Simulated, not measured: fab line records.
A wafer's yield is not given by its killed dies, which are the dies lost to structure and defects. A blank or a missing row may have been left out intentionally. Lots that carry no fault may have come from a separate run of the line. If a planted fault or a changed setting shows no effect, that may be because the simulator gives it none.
Chamber matching :: flow n5_finfet :: 4 sister chambers for N5_BEOL_M6_ETCH_61 on rie_diel-04
The step etches SiARC in CF4, target depth 45.5 nm, time 75.8 s. 18 wafers are shown with their chamber, then 9 later ones without.

WAFERS, EACH WITH ITS CHAMBER
wafer: L077.1
chamber: 1
showerhead_plenum_p_Torr (Torr): 2.12
drypump_motor_current_A (A): 5.6
throttle_valve_pct (%): 15.77

wafer: L077.2
chamber: 3
showerhead_plenum_p_Torr (Torr): 2.16
drypump_motor_current_A (A): 6.0
throttle_valve_pct (%): 15.51

wafer: L077.5
chamber: 3
showerhead_plenum_p_Torr (Torr): 2.16
drypump_motor_current_A (A): 6.0
throttle_valve_pct (%): 15.53

wafer: L076.1
chamber: 3
showerhead_plenum_p_Torr (Torr): 2.16
drypump_motor_current_A (A): 6.0
throttle_valve_pct (%): 15.53

wafer: L076.5
chamber: 0
showerhead_plenum_p_Torr (Torr): 2.19
drypump_motor_current_A (A): 5.8
throttle_valve_pct (%): 15.63

wafer: L076.6
chamber: 3
showerhead_plenum_p_Torr (Torr): 2.16
drypump_motor_current_A (A): 6.0
throttle_valve_pct (%): 15.51

wafer: L079.1
chamber: 1
showerhead_plenum_p_Torr (Torr): 2.12
drypump_motor_current_A (A): 5.7
throttle_valve_pct (%): 15.81

wafer: L079.2
chamber: 2
showerhead_plenum_p_Torr (Torr): 2.26
drypump_motor_current_A (A): 6.2
throttle_valve_pct (%): 15.38

wafer: L079.3
chamber: 0
showerhead_plenum_p_Torr (Torr): 2.19
drypump_motor_current_A (A): 5.8
throttle_valve_pct (%): 15.64

wafer: L086.1
chamber: 3
showerhead_plenum_p_Torr (Torr): 2.16
drypump_motor_current_A (A): 6.0
throttle_valve_pct (%): 15.54

wafer: L086.2
chamber: 1
showerhead_plenum_p_Torr (Torr): 2.12
drypump_motor_current_A (A): 5.7
throttle_valve_pct (%): 15.80

wafer: L086.4
chamber: 2
showerhead_plenum_p_Torr (Torr): 2.26
drypump_motor_current_A (A): 6.2
throttle_valve_pct (%): 15.38

wafer: L088.1
chamber: 2
showerhead_plenum_p_Torr (Torr): 2.26
drypump_motor_current_A (A): 6.2
throttle_valve_pct (%): 15.41

wafer: L088.2
chamber: 1
showerhead_plenum_p_Torr (Torr): 2.11
drypump_motor_current_A (A): 5.7
throttle_valve_pct (%): 15.81

wafer: L088.4
chamber: 0
showerhead_plenum_p_Torr (Torr): 2.19
drypump_motor_current_A (A): 5.8
throttle_valve_pct (%): 15.68

wafer: L091.1
chamber: 2
showerhead_plenum_p_Torr (Torr): 2.26
drypump_motor_current_A (A): 6.2
throttle_valve_pct (%): 15.40

wafer: L091.3
chamber: 3
showerhead_plenum_p_Torr (Torr): 2.15
drypump_motor_current_A (A): 6.0
throttle_valve_pct (%): 15.55

wafer: L091.6
chamber: 2
showerhead_plenum_p_Torr (Torr): 2.26
drypump_motor_current_A (A): 6.2
throttle_valve_pct (%): 15.41

SIGNATURES (averages over the wafers above)
reading: showerhead_plenum_p_Torr
chamber 0: 2.1900
chamber 1: 2.1175
chamber 2: 2.2600
chamber 3: 2.1583
scatter within a chamber: 0.00336

reading: drypump_motor_current_A
chamber 0: 5.800
chamber 1: 5.675
chamber 2: 6.200
chamber 3: 6.000
scatter within a chamber: 0.0231

reading: throttle_valve_pct
chamber 0: 15.6500
chamber 1: 15.7975
chamber 2: 15.3960
chamber 3: 15.5283
scatter within a chamber: 0.0183
Rule: for each reading, subtract the chamber's mean from the wafer's reading, divide by that reading's scatter and square the result; add these up over the readings and take the root, which gives the wafer's distance from the chamber. If the next closest chamber is less than 2 further off than the closest, the wafer can't be placed; otherwise it belongs to the closest. The scatter: the root of (the sum of the squares of (reading less its chamber's mean) over the shown wafers, divided by (wafers less chambers)).

WAFERS MISSING THEIR CHAMBER
wafer: L089.1
showerhead_plenum_p_Torr (Torr): 2.11
drypump_motor_current_A (A): 5.7
throttle_valve_pct (%): 15.82

wafer: L089.3
showerhead_plenum_p_Torr (Torr): 2.15
drypump_motor_current_A (A): 6.0
throttle_valve_pct (%): 15.56

wafer: L089.5
showerhead_plenum_p_Torr (Torr): 2.11
drypump_motor_current_A (A): 5.7
throttle_valve_pct (%): 15.83

wafer: L090.1
showerhead_plenum_p_Torr (Torr): 2.15
drypump_motor_current_A (A): 6.0
throttle_valve_pct (%): 15.59

wafer: L090.2
showerhead_plenum_p_Torr (Torr): 2.19
drypump_motor_current_A (A): 5.8
throttle_valve_pct (%): 15.17

wafer: L090.4
showerhead_plenum_p_Torr (Torr): 2.26
drypump_motor_current_A (A): 6.2
throttle_valve_pct (%): 15.43

wafer: L097.1
showerhead_plenum_p_Torr (Torr): 2.25
drypump_motor_current_A (A): 6.2
throttle_valve_pct (%): 15.44

wafer: L097.3
showerhead_plenum_p_Torr (Torr): 2.15
drypump_motor_current_A (A): 6.0
throttle_valve_pct (%): 15.61

wafer: L097.5
showerhead_plenum_p_Torr (Torr): 2.11
drypump_motor_current_A (A): 5.7
throttle_valve_pct (%): 15.86

THE CHAMBER EACH PASSED THROUGH
wafer: L089.1
from the rows above: 1
in truth: 1

wafer: L089.3
from the rows above: 3
in truth: 3

wafer: L089.5
from the rows above: 1
in truth: 1

wafer: L090.1
from the rows above: 3
in truth: 3

wafer: L090.2
from the rows above: 3
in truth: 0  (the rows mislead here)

wafer: L090.4
from the rows above: 2
in truth: 2

wafer: L097.1
from the rows above: 2
in truth: 2

wafer: L097.3
from the rows above: 3
in truth: 3

wafer: L097.5
from the rows above: 1
in truth: 1
Correctly placed: 8 of 9. Not placeable from these rows: 0. 1 placed wrongly.
